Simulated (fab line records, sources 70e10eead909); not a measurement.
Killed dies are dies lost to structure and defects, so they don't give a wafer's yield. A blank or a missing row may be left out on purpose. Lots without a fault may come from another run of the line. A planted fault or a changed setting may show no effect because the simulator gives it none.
Chamber matching | flow nand_harc | NHARC_A_CHANNEL_FILL_D2_STRIP_28 on rie_diel-08: 4 sister chambers
The step strips in O2, time 20 s. 8 wafers are shown with their chamber, then 8 later ones without.

WAFERS WITH THEIR CHAMBER
wafer  | chamber | oes_product_au (a.u.) | throttle_valve_pct (%)
L078.6 | 3       | 0.995                 | 17.040
L082.3 | 3       | 1.000                 | 17.047
L082.5 | 2       | 1.004                 | 17.020
L087.6 | 0       | 0.987                 | 17.031
L091.2 | 1       | 1.003                 | 17.054
L091.3 | 0       | 1.001                 | 17.029
L091.6 | 1       | 0.995                 | 17.041
L092.1 | 2       | 0.999                 | 17.042

WAFERS WITHOUT THEIR CHAMBER
wafer  | oes_product_au (a.u.) | throttle_valve_pct (%)
L092.5 | 1.010                 | 17.037
L092.6 | 0.996                 | 17.048
L094.1 | 0.997                 | 17.040
L094.3 | 0.999                 | 17.053
L094.6 | 0.996                 | 17.035
L095.1 | 0.992                 | 17.035
L095.4 | 1.009                 | 17.030
L095.5 | 1.000                 | 17.026

WHICH CHAMBER EACH WENT THROUGH
wafer  | from the rows above               | in truth
L092.5 | can't be placed: 2 or 1 or 3 or 0 | 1
L092.6 | can't be placed: 1 or 3 or 0 or 2 | 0
L094.1 | can't be placed: 3 or 1 or 0 or 2 | 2
L094.3 | can't be placed: 1 or 3 or 2 or 0 | 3
L094.6 | can't be placed: 0 or 3 or 2 or 1 | 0
L095.1 | can't be placed: 0 or 3 or 2 or 1 | 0
L095.4 | can't be placed: 2 or 3 or 0 or 1 | 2
L095.5 | can't be placed: 2 or 0 or 3 or 1 | 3
Placed correctly: 0 of 8. Can't be placed from these rows: 8 (the true chamber is among the candidates in 8). Placed wrongly: 0.
How it was worked out, from the rows above alone: a wafer's distance from a chamber is the root of the sum, over the readings, of the square of ((its reading less the chamber's mean) divided by the reading's scatter). The wafer belongs to the nearest chamber; if the next one is less than 2 further off, it can't be placed. A chamber's mean is the mean of its shown wafers. The scatter: the root of (the sum of the squares of (reading less its chamber's mean) over the shown wafers, divided by (wafers less chambers)).
